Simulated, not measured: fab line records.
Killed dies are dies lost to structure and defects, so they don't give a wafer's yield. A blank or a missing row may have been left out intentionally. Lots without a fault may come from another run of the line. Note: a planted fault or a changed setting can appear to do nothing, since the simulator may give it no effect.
fab line records -- flow nandHarc
record lots=6, wafers=18, lastDay=33
route steps=1302 shown A_ONON_D1@434 END@1302
lots with no fault: from the same line, run without faults
startH: hours from the record's opening day to when the first of the lot's shown wafers began -- waitH: hours from the lot's prior step to this one -- " same as the row above -- L1.1+2: one row covering several wafers at once -- - value missing, or start not given -- * or withheld: withheld -- < > ~ a bound
route shown NAME@n: NAME is a module with steps in the file, n the number in the route of the first one -- usual: the fault-free wafers' mean and standard deviation -- same: alike in all rows -- chamber/n: place in a boat -- sites: each site's reading -- _std_site: how widely they spread, as a standard deviation -- _edge_site: mean of outer sites minus mean of inner sites -- radiusMm: how far each site lies from the wafer's centre -- mask NAME#n: copy n -- behind: the last tool/chamber to shape the wafer -- hold: the reason the lot was held/the length of the hold in hours/how it ended -- device: the n, p or np transistor that did not switch -- end of line: at the end of the route, the tests of the same wafers -- for a step that has no rows: nothing shown but its recipe -- killed: the dies lost at the first sort to structure and to defects; this is not the yield of the wafer -- map: per-die view of a wafer (x killed, . not killed, _ where there is no die)
set.NAME: the setting the step ran with; set.NAME@STEP: the setting that earlier step ran with -- model.NAME: the simulator's own value behind a step, which no gauge read
lots seen at some steps along the route; tables by step, rows by wafer
services: from which hour (startH, from the record's first day; less than 0 if before it) a tool's chamber was out of use, for how many hours, and why
## steps
# step NHARC_A_ONON_D1_ANNEAL_15
# recipe tempC=750, timeS=3600
# step NHARC_A_ONON_D1_DEP_16
# recipe targetThkA=10000, n2FlowSccm=2750, n2oFlowSccm=2000, nh3FlowSccm=500, sih4FlowSccm=210, tempC=400
# step NHARC_A_ONON_D1_THK_MEAS_18
# recipe thkMeasGauge=ellipsometry
# usual thkNm=1004/10
lot.wafer,tool,chamber,startH,waitH,thkNm
L554.2,filmMetro-02,-,220.06,-,1005
L554.5,filmMetro-02,-,220.06,-,1005
L554.6,filmMetro-02,-,220.06,-,1006
L557.1,filmMetro-02,-,254.32,-,1026
L557.2,filmMetro-02,-,254.32,-,1025
L557.6,filmMetro-02,-,254.32,-,1027
L566.1,filmMetro-01,-,346.46,-,990
L566.4,filmMetro-01,-,346.46,-,991
L566.5,filmMetro-01,-,346.46,-,992
L568.1,filmMetro-02,-,358.79,-,1004
L568.2,filmMetro-02,-,358.79,-,1006
L568.6,filmMetro-02,-,358.79,-,1003
L569.3,filmMetro-01,-,373.48,-,1009
L569.4,filmMetro-01,-,373.48,-,1008
L569.6,filmMetro-01,-,373.48,-,1010
L571.1,filmMetro-01,-,407.90,-,994
L571.2,filmMetro-01,-,407.90,-,996
L571.4,filmMetro-01,-,407.90,-,996
# step NHARC_A_ONON_D1_DEP_19
# recipe targetThkA=10000, n2FlowSccm=2750, n2oFlowSccm=2000, nh3FlowSccm=500, sih4FlowSccm=210, tempC=400
# step NHARC_A_ONON_D1_THK_MEAS_21
# recipe thkMeasGauge=ellipsometry
# usual thkNm=997/10
lot.wafer,tool,chamber,startH,waitH,thkNm
L554.2,filmMetro-01,-,220.62,-,995
L554.5,filmMetro-01,-,220.62,-,995
L554.6,filmMetro-01,-,220.62,-,995
L557.1,filmMetro-01,-,254.89,-,1003
L557.2,filmMetro-01,-,254.89,-,1004
L557.6,filmMetro-01,-,254.89,-,1001
L566.1,filmMetro-02,-,347.03,-,994
L566.4,filmMetro-02,-,347.03,-,995
L566.5,filmMetro-02,-,347.03,-,995
L568.1,filmMetro-01,-,359.36,-,977
L568.2,filmMetro-01,-,359.36,-,976
L568.6,filmMetro-01,-,359.36,-,977
L569.3,filmMetro-01,-,374.05,-,985
L569.4,filmMetro-01,-,374.05,-,983
L569.6,filmMetro-01,-,374.05,-,982
L571.1,filmMetro-01,-,408.46,-,998
L571.2,filmMetro-01,-,408.46,-,1000
L571.4,filmMetro-01,-,408.46,-,997
# step NHARC_A_ONON_D1_DEP_22
# recipe targetThkA=10000, n2FlowSccm=2750, n2oFlowSccm=2000, nh3FlowSccm=500, sih4FlowSccm=210, tempC=400
# step NHARC_A_ONON_D1_THK_MEAS_24
# recipe thkMeasGauge=ellipsometry
# usual thkNm=1003/9.1
lot.wafer,tool,chamber,startH,waitH,thkNm
L554.2,filmMetro-02,-,221.20,-,996
L554.5,filmMetro-02,-,221.20,-,996
L554.6,filmMetro-02,-,221.20,-,996
L557.1,filmMetro-01,-,255.45,-,1014
L557.2,filmMetro-01,-,255.45,-,1013
L557.6,filmMetro-01,-,255.45,-,1015
L566.1,filmMetro-01,-,347.60,-,1015
L566.4,filmMetro-01,-,347.60,-,1015
L566.5,filmMetro-01,-,347.60,-,1015
L568.1,filmMetro-02,-,359.92,-,994
L568.2,filmMetro-02,-,359.92,-,996
L568.6,filmMetro-02,-,359.92,-,995
L569.3,filmMetro-01,-,374.62,-,1005
L569.4,filmMetro-01,-,374.62,-,1004
L569.6,filmMetro-01,-,374.62,-,1004
L571.1,filmMetro-02,-,409.03,-,1002
L571.2,filmMetro-02,-,409.03,-,1002
L571.4,filmMetro-02,-,409.03,-,1002
# step NHARC_A_ONON_D1_DEP_25
# recipe targetThkA=10000, n2FlowSccm=2750, n2oFlowSccm=2000, nh3FlowSccm=500, sih4FlowSccm=210, tempC=400
# step NHARC_A_ONON_D1_THK_MEAS_27
# recipe thkMeasGauge=ellipsometry
# usual thkNm=998/11
lot.wafer,tool,chamber,startH,waitH,thkNm
L554.2,filmMetro-02,-,221.77,-,1006
L554.5,filmMetro-02,-,221.77,-,1006
L554.6,filmMetro-02,-,221.77,-,1006
L557.1,filmMetro-02,-,256.02,-,1003
L557.2,filmMetro-02,-,256.02,-,1002
L557.6,filmMetro-02,-,256.02,-,1003
L566.1,filmMetro-02,-,348.16,-,980
L566.4,filmMetro-02,-,348.16,-,980
L566.5,filmMetro-02,-,348.16,-,980
L568.1,filmMetro-02,-,360.48,-,989
L568.2,filmMetro-02,-,360.48,-,987
L568.6,filmMetro-02,-,360.48,-,987
L569.3,filmMetro-01,-,375.19,-,1010
L569.4,filmMetro-01,-,375.19,-,1009
L569.6,filmMetro-01,-,375.19,-,1008
L571.1,filmMetro-01,-,409.60,-,1020
L571.2,filmMetro-01,-,409.60,-,1017
L571.4,filmMetro-01,-,409.60,-,1017
# step NHARC_A_ONON_D1_DEP_28
# recipe targetThkA=10000, n2FlowSccm=2750, n2oFlowSccm=2000, nh3FlowSccm=500, sih4FlowSccm=210, tempC=400
# step NHARC_A_ONON_D1_THK_MEAS_30
# recipe thkMeasGauge=ellipsometry
# usual thkNm=1000/8.2
lot.wafer,tool,chamber,startH,waitH,thkNm
L554.2,filmMetro-01,-,222.34,-,980
L554.5,filmMetro-01,-,222.34,-,980
L554.6,filmMetro-01,-,222.34,-,980
L557.1,filmMetro-02,-,256.59,-,991
L557.2,filmMetro-02,-,256.59,-,994
L557.6,filmMetro-02,-,256.59,-,993
L566.1,filmMetro-02,-,348.73,-,1001
L566.4,filmMetro-02,-,348.73,-,1002
L566.5,filmMetro-02,-,348.73,-,1003
L568.1,filmMetro-01,-,361.05,-,1002
L568.2,filmMetro-01,-,361.05,-,1002
L568.6,filmMetro-01,-,361.05,-,1002
L569.3,filmMetro-01,-,375.76,-,993
L569.4,filmMetro-01,-,375.76,-,993
L569.6,filmMetro-01,-,375.76,-,994
L571.1,filmMetro-02,-,410.17,-,1003
L571.2,filmMetro-02,-,410.17,-,1004
L571.4,filmMetro-02,-,410.17,-,1003
# step NHARC_A_ONON_D1_DEP_33
# recipe targetThkA=2000, tempC=400, pressureTorr=6.5, rfW=900, teosFlowSccm=161.4, flowSccm=2650, targetThkNm=200, gas=O2, material=SiO2
# usual heaterPowerW=526/95, rfFwdPowerW=898.3/2.7, showerheadVppV=1877/92, throttleValvePct=16.0/0.56
lot.wafer,tool,chamber,startH,waitH,heaterPowerW,rfFwdPowerW,showerheadVppV,throttleValvePct
L554.2,pecvd-01,0,222.44,0.1,489,894.5,1933,16.7
L554.6,pecvd-01,2,222.44,0.1,369,900.1,1824,16.4
L554.5,pecvd-01,1,222.44,0.1,580,898.9,1752,16.6
L557.1,pecvd-02,0,256.65,0.1,525,898.5,1831,16.8
L557.2,pecvd-02,1,256.65,0.1,554,902.2,1965,16.2
L557.6,pecvd-02,1,256.65,0.1,544,900.6,1937,16.4
L566.1,pecvd-02,1,348.87,0.1,380,1261.5,2284,16.4
L566.4,pecvd-02,2,348.87,0.1,402,1253.9,2371,15.6
L566.5,pecvd-02,0,348.87,0.1,359,1260.6,2137,16.8
L568.1,pecvd-02,2,361.11,0.1,467,1255.0,2363,15.6
L568.2,pecvd-02,1,361.11,0.1,379,1260.3,2310,16.4
L568.6,pecvd-02,1,361.11,0.1,390,1256.9,2293,16.5
L569.3,pecvd-01,1,375.86,0.1,542,899.8,1785,16.2
L569.4,pecvd-01,0,375.86,0.1,567,901.2,1955,16.7
L569.6,pecvd-01,1,375.86,0.1,538,899.6,1770,16.3
L571.2,pecvd-03,1,410.27,0.1,741,898.8,2035,15.5
L571.1,pecvd-03,2,410.27,0.1,402,896.3,1927,15.0
L571.4,pecvd-03,2,410.27,0.1,415,896.4,1917,15.1
# step NHARC_A_ONON_D1_THK_MEAS_34
# recipe thkMeasGauge=ellipsometry
# usual thkNm=200.1/2.9
lot.wafer,tool,chamber,startH,waitH,hold,thkNm
L554.2,filmMetro-01,-,222.81,-,-,198.7
L554.5,filmMetro-01,-,222.81,-,-,202.3
L554.6,filmMetro-01,-,222.81,-,-,197.1
L557.1,filmMetro-02,-,257.06,-,-,196.8
L557.2,filmMetro-02,-,257.06,-,-,193.3
L557.6,filmMetro-02,-,257.06,-,-,197.6
L566.1,filmMetro-02,-,349.20,-,awaitDispo/0.2h/release,218.2
L566.4,filmMetro-02,-,349.20,-,awaitDispo/0.2h/release,225.1
L566.5,filmMetro-02,-,349.20,-,awaitDispo/0.2h/release,223.3
L566.1,filmMetro-02,-,349.37,0.2,-,216.7
L566.4,filmMetro-02,-,349.37,0.2,-,225.9
L566.5,filmMetro-02,-,349.37,0.2,-,226.7
L568.1,filmMetro-02,-,361.52,-,awaitDispo/0.2h/release,219.4
L568.2,filmMetro-02,-,361.52,-,awaitDispo/0.2h/release,218.3
L568.6,filmMetro-02,-,361.52,-,awaitDispo/0.2h/release,223.7
L568.1,filmMetro-02,-,361.69,0.2,-,219.9
L568.2,filmMetro-02,-,361.69,0.2,-,220.7
L568.6,filmMetro-02,-,361.69,0.2,-,222.7
L569.3,filmMetro-01,-,376.23,-,-,200.4
L569.4,filmMetro-01,-,376.23,-,-,203.1
L569.6,filmMetro-01,-,376.23,-,-,205.5
L571.1,filmMetro-02,-,410.63,-,-,197.7
L571.2,filmMetro-02,-,410.63,-,-,202.0
L571.4,filmMetro-02,-,410.63,-,-,200.1
# step NHARC_END_SORT_01
# recipe tempC=25
# usual killedAtArray=57/19, killedAtOther=0.9/1.1, killedAtPeriphery=4.0/2.6, killedDies=62/19, killedOpen=3.3/1.8, killedShort=2.4/1.7
# same grossDies=677
lot.wafer,tool,chamber,startH,waitH,killedAtArray,killedAtOther,killedAtPeriphery,killedDies,killedOpen,killedShort
L557.1,prober-01,0,635.19,2.5,59,0,2,61,4,3
L557.2,prober-01,0,635.99,2.8,46,0,2,48,4,1
L557.6,prober-01,0,639.19,4.0,46,0,3,49,2,1
L568.1,prober-01,0,780.68,2.5,84,0,11,95,5,2
L568.2,prober-01,0,781.47,2.8,72,1,6,79,2,1
L568.6,prober-01,0,784.64,4.0,81,0,5,86,3,2
# killed by level:class
L557.1 A_CHANNEL_HOLE_D2:chamberFilmFlake=31 A_CHANNEL_HOLE_D1:chamberFilmFlake=12 A_BLC:chamberFilmFlake=3 P_M1:geometricParticle:short=2 A_CHANNEL_FILL_D1:chamberFilmFlake=2 A_CONTACT:chamberFilmFlake=2 A_CHANNEL_HOLE_D1:geometricParticle:open=1 A_DECK1_JOINT:geometricParticle:open=1
L557.2 A_CHANNEL_HOLE_D2:chamberFilmFlake=22 A_BLC:chamberFilmFlake=8 A_CHANNEL_HOLE_D1:chamberFilmFlake=5 A_STAIRCASE:chamberFilmFlake=2 A_CONTACT:chamberFilmFlake=2 P_GATE:geometricParticle:open=1 A_CHANNEL_HOLE_D1:geometricParticle:short=1 A_CHANNEL_FILL_D1:geometricParticle:open=1
L557.6 A_CHANNEL_HOLE_D2:chamberFilmFlake=28 A_CHANNEL_HOLE_D1:chamberFilmFlake=5 A_BLC:chamberFilmFlake=3 A_DECK1_JOINT:chamberFilmFlake=2 P_GATE:chamberFilmFlake=2 A_CONTACT:chamberFilmFlake=2 A_DECK1_JOINT:geometricParticle:open=1 A_SGD_CUT:geometricParticle:short=1
L568.1 A_SLIT:chamberFilmFlake=34 A_CHANNEL_HOLE_D1:chamberFilmFlake=22 A_CHANNEL_HOLE_D2:chamberFilmFlake=12 A_CONTACT:chamberFilmFlake=6 P_BONDPAD:chamberFilmFlake=4 P_CONTACT:geometricParticle:open=2 P_ZERO_WELL:chamberFilmFlake=2 A_DECK1_JOINT:chamberFilmFlake=2
L568.2 A_CHANNEL_HOLE_D1:chamberFilmFlake=24 A_CHANNEL_HOLE_D2:chamberFilmFlake=19 A_SLIT:chamberFilmFlake=14 A_CONTACT:chamberFilmFlake=4 P_BONDPAD:chamberFilmFlake=3 A_WL_FILL:chamberFilmFlake=3 A_STAIRCASE:chamberFilmFlake=2 P_M0:geometricParticle:open=1
L568.6 A_CHANNEL_HOLE_D1:chamberFilmFlake=24 A_SLIT:chamberFilmFlake=21 A_CHANNEL_HOLE_D2:chamberFilmFlake=15 A_CONTACT:chamberFilmFlake=9 A_SGD_CUT:chamberFilmFlake=4 P_GATE:chamberFilmFlake=3 A_WL_FILL:chamberFilmFlake=2 P_CONTACT:geometricParticle:open=1
## services
tool,chamber,startH,hours,kind
pecvd-01,-,216.90,0.4,repair
pecvd-02,-,227.47,13.0,pm
pecvd-02,0,227.47,13.0,ventCycle
pecvd-02,1,227.47,13.0,ventCycle
pecvd-02,2,227.47,13.0,ventCycle
pecvd-02,0,240.47,-,clean
pecvd-02,1,240.47,-,clean
pecvd-02,2,240.47,-,clean
pecvd-02,1,288.40,9.3,repair
pecvd-01,-,311.00,13.0,pm
pecvd-01,0,311.00,13.0,ventCycle
pecvd-01,1,311.00,13.0,ventCycle
pecvd-01,2,311.00,13.0,ventCycle
pecvd-01,0,324.00,-,clean
pecvd-03,2,327.96,6.3,repair
pecvd-03,1,339.70,24.6,repair
pecvd-02,-,344.90,0.6,repair
pecvd-01,0,354.38,8.9,repair
pecvd-03,0,355.18,8.6,repair
pecvd-03,-,366.40,13.0,pm
pecvd-02,-,408.47,13.0,pm
pecvd-02,0,408.47,13.0,ventCycle
pecvd-02,1,408.47,13.0,ventCycle
pecvd-02,2,408.47,13.0,ventCycle
## key
firstSign step=NHARC_A_ONON_D1_DEP_33, reading=rfFwdPowerW, direction=up, sigmas=99+, usual=*, struck=*
effect step=NHARC_A_ONON_D1_DEP_33, reading=showerheadVppV, direction=up, sigmas=4.5, usual=1877, struck=2293
effect step=NHARC_A_ONON_D1_THK_MEAS_34, reading=visit, direction=added
effect step=NHARC_A_ONON_D1_THK_MEAS_34, reading=thkNm, direction=up, sigmas=7.3, usual=200.1, struck=221.3
metAt NHARC_A_ONON_D1_DEP_33
struckWafers L566.1,L566.4,L566.5,L568.1,L568.2,L568.6
testerLeftOut L566,L568
onsetBetween 256.65 348.87
fault kind=processParameterDrift, tool=pecvd-02, chamber=-, onsetH=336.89, steps=NHARC_A_ONON_D1_DEP_33, channel=rfW, offset=*, shape=step, endH=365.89, actsIn=*, stated=*
# testerLeftOut: of these lots the tester's yield and bins aren't shown, on N5 and GAA mostly nor the transistor test; their killed dies are dies lost to structure and defects alone, not to doping, threshold or leakage, so they don't give the yield
